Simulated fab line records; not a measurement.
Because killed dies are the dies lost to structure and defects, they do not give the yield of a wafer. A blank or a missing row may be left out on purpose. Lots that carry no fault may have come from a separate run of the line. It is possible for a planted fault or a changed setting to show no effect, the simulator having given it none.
Chamber matching -- flow n5-finfet -- ald-sin-03 running N5_BEOL_M2_ALD_98: 4 sister chambers
The step deposits SiO2, target thk 2.5 nm, pulse time 1 s, co reactant pulse time 1 s. 4 wafers are shown with their chamber, then 10 later ones without.

== WAFERS, EACH WITH ITS CHAMBER ==
wafer,chamber,heater-power-w (W)
L082.4,3,87
L086.2,2,70
L087.1,0,85
L087.3,1,86

== WAFERS WITH NO CHAMBER GIVEN ==
wafer,heater-power-w (W)
L087.6,84
L088.1,90
L088.4,71
L088.6,85
L091.2,87
L091.5,69
L091.6,86
L092.1,87
L092.2,85
L092.4,86

== WHICH CHAMBER EACH WENT THROUGH ==
wafer,from the rows above,in truth
L087.6,can't be placed: 0 or 1 or 3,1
L088.1,can't be placed: 3 or 1 or 0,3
L088.4,2,2
L088.6,can't be placed: 0 or 1 or 3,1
L091.2,can't be placed: 3 or 1 or 0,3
L091.5,2,2
L091.6,can't be placed: 1 or 0 or 3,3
L092.1,can't be placed: 3 or 1 or 0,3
L092.2,can't be placed: 0 or 1 or 3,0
L092.4,can't be placed: 1 or 0 or 3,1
Correctly placed: 2 of 10. These rows do not allow placing 8 (true chamber among the candidates in 8). Number placed wrongly: 0.
How it was worked out, from the rows above alone: a wafer's distance from a chamber is the root of the sum, over the readings, of the square of ((its reading less the chamber's mean) divided by the reading's scatter). The wafer belongs to the nearest chamber; if the next one is less than 2 further off, it can't be placed. The mean given for a chamber averages the wafers shown for that chamber. The scatter (one wafer shown for each chamber): square how far every hidden wafer sits from the nearest shown wafer, average those squares and take the square root.
